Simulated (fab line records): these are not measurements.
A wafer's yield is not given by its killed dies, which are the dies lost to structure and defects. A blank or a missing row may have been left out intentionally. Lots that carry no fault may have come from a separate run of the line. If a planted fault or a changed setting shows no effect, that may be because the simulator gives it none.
What tool caused it? + flow n5_finfet + 24 lots with 72 wafers sampled at 3 steps, on a route of 1938 steps

## WHAT THE GAUGES SHOWED, per wafer
N5_BEOL_M9_CD_MEAS_28 targets a cd of 70 nm.
| lot  | measured     | on        | cd_nm (nm)        |
|------|--------------|-----------|-------------------|
| L074 | day 9 08:28  | cd_sem-02 | 69.65 69.84 70.17 |
| L076 | day 9 23:07  | cd_sem-02 | 69.95 69.96 70.18 |
| L075 | day 10 01:14 | cd_sem-02 | 70.29 70.15 69.86 |
| L079 | day 10 06:25 | cd_sem-01 | 70.00 70.11 70.18 |
| L077 | day 10 06:35 | cd_sem-01 | 69.71 70.19 70.33 |
| L078 | day 10 08:31 | cd_sem-01 | 69.81 70.16 70.29 |
| L081 | day 10 23:35 | cd_sem-03 | 69.83 69.95 70.53 |
| L080 | day 11 02:01 | cd_sem-03 | 70.10 69.52 69.64 |
| L082 | day 11 07:57 | cd_sem-03 | 69.82 69.35 70.31 |
| L084 | day 11 22:32 | cd_sem-01 | 70.07 69.99 70.03 |
| L083 | day 12 01:04 | cd_sem-02 | 70.03 70.03 69.70 |
| L085 | day 12 05:04 | cd_sem-03 | 70.11 69.58 70.00 |
| L086 | day 12 12:02 | cd_sem-01 | 70.32 70.44 70.21 |
| L088 | day 13 02:46 | cd_sem-02 | 70.29 69.81 70.55 |
| L087 | day 13 02:58 | cd_sem-02 | 70.09 69.90 69.98 |
| L091 | day 13 20:17 | cd_sem-02 | 70.09 70.26 69.99 |
| L090 | day 13 20:27 | cd_sem-01 | 70.12 70.47 70.29 |
| L089 | day 13 22:28 | cd_sem-03 | 70.05 69.82 70.03 |
| L093 | day 13 22:38 | cd_sem-03 | 70.02 69.89 70.22 |
| L092 | day 14 07:02 | cd_sem-01 | 70.00 69.95 70.26 |
| L094 | day 14 17:22 | cd_sem-03 | 70.11 70.61 70.29 |
| L095 | day 15 03:26 | cd_sem-02 | 69.87 70.11 69.93 |
| L096 | day 15 05:43 | cd_sem-02 | 69.93 70.43 70.46 |
| L097 | day 15 09:35 | cd_sem-01 | 70.66 70.03 70.14 |

N5_BEOL_M9_OVL_MEAS_29.
| lot  | measured     | on         | V8_OVL (nm)    |
|------|--------------|------------|----------------|
| L074 | day 9 08:31  | overlay-02 | 0.4 -0.4 -0.1  |
| L076 | day 9 23:09  | overlay-02 | 0.4 0.4 0.1    |
| L075 | day 10 01:16 | overlay-02 | 0.3 -0.9 -0.6  |
| L079 | day 10 06:26 | overlay-01 | -0.2 1.6 0.2   |
| L077 | day 10 06:37 | overlay-02 | 0.4 0.7 0.6    |
| L078 | day 10 08:33 | overlay-02 | -1.2 -0.7 0.0  |
| L081 | day 10 23:38 | overlay-01 | 0.7 0.0 0.0    |
| L080 | day 11 02:03 | overlay-01 | -1.1 -0.1 0.1  |
| L082 | day 11 07:59 | overlay-02 | -0.3 1.0 1.0   |
| L084 | day 11 22:34 | overlay-02 | -0.4 0.0 0.1   |
| L083 | day 12 01:05 | overlay-02 | -0.8 -0.2 -0.2 |
| L085 | day 12 05:06 | overlay-02 | 0.1 0.8 -0.3   |
| L086 | day 12 12:04 | overlay-01 | -0.6 -1.1 -0.1 |
| L088 | day 13 02:48 | overlay-01 | -0.7 -1.1 -0.6 |
| L087 | day 13 02:59 | overlay-02 | 0.2 0.3 -0.1   |
| L091 | day 13 20:20 | overlay-02 | -0.8 -0.7 -0.3 |
| L090 | day 13 20:29 | overlay-02 | -0.7 0.3 -0.8  |
| L089 | day 13 22:29 | overlay-02 | -0.3 0.5 -0.5  |
| L093 | day 13 22:40 | overlay-01 | 0.0 -0.3 0.4   |
| L092 | day 14 07:04 | overlay-02 | 0.6 0.2 0.4    |
| L094 | day 14 17:24 | overlay-01 | -0.2 0.1 0.7   |
| L095 | day 15 03:28 | overlay-02 | 0.2 -0.3 0.4   |
| L096 | day 15 05:45 | overlay-01 | -1.3 -0.4 -0.1 |
| L097 | day 15 09:37 | overlay-01 | 0.8 0.5 0.4    |

N5_BEOL_M9_RS_MEAS_57: measurement is done with a four-point probe.
| lot  | measured     | on            | M9_RS (ohm/sq)    |
|------|--------------|---------------|-------------------|
| L074 | day 9 11:11  | film_metro-01 | 0.149 0.150 0.149 |
| L076 | day 10 02:23 | film_metro-02 | 0.146 0.154 0.147 |
| L075 | day 10 04:53 | film_metro-02 | 0.150 0.157 0.157 |
| L079 | day 10 09:58 | film_metro-01 | 0.157 0.159 0.150 |
| L077 | day 10 10:43 | film_metro-02 | 0.150 0.149 0.150 |
| L078 | day 10 11:22 | film_metro-01 | 0.148 0.156 0.157 |
| L081 | day 11 04:46 | film_metro-01 | 0.151 0.155 0.154 |
| L080 | day 11 06:01 | film_metro-01 | 0.151 0.152 0.149 |
| L082 | day 11 11:38 | film_metro-02 | 0.147 0.151 0.147 |
| L084 | day 12 02:45 | film_metro-02 | 0.150 0.152 0.151 |
| L083 | day 12 04:16 | film_metro-01 | 0.158 0.154 0.160 |
| L085 | day 12 09:41 | film_metro-02 | 0.152 0.150 0.152 |
| L086 | day 12 16:59 | film_metro-01 | 0.152 0.151 0.150 |
| L088 | day 13 05:56 | film_metro-01 | 0.148 0.148 0.149 |
| L087 | day 13 05:59 | film_metro-02 | 0.155 0.148 0.156 |
| L091 | day 13 23:35 | film_metro-01 | 0.156 0.156 0.156 |
| L090 | day 13 23:46 | film_metro-01 | 0.149 0.157 0.148 |
| L089 | day 14 01:16 | film_metro-01 | 0.152 0.150 0.154 |
| L093 | day 14 01:50 | film_metro-02 | 0.146 0.155 0.153 |
| L092 | day 14 10:02 | film_metro-01 | 0.153 0.152 0.152 |
| L094 | day 14 20:34 | film_metro-02 | 0.152 0.146 0.149 |
| L095 | day 15 07:48 | film_metro-01 | 0.153 0.151 0.153 |
| L096 | day 15 09:42 | film_metro-02 | 0.150 0.147 0.158 |
| L097 | day 15 14:31 | film_metro-01 | 0.149 0.150 0.149 |

## WHICH TOOL RAN EACH LOT (tool, then ch and the chambers of the sampled wafers, then the start)
There is no process step in the record ahead of these readings.

## WHAT THE TOOLS THEMSELVES READ (means of the sampled wafers that have a number; where no wafer has one, the mark that the record gives instead)
The record holds no such reading with a usual standard deviation.

## THE ANSWER, worked out from the rows above alone
Rule: usual is defined by the lots themselves. Put in order of their means at a reading, lots are off if they are a third of the lots or fewer, leave a main group of 4 or more, and stand apart from it by a gap of 3 or more times the standard deviation of the main group's means; of several such gaps the widest counts. A main group is skipped when, at the precision printed for the reading in the tables above, its means are all equal. A lot without any number at a reading at which 4 lots or more have one is off too. Any other lot the step has rows for is counted as sound. The gauges are gone through in route order, then the tools' own readings, and for those a lot's mean is taken as printed above. The first step at which some lot is off is used, and at that step the reading that is off furthest; a lot without a number counts as furthest.
No lot is off at any reading shown: from this, nothing can be told.

## WHAT THE SIMULATOR HAD PUT IN
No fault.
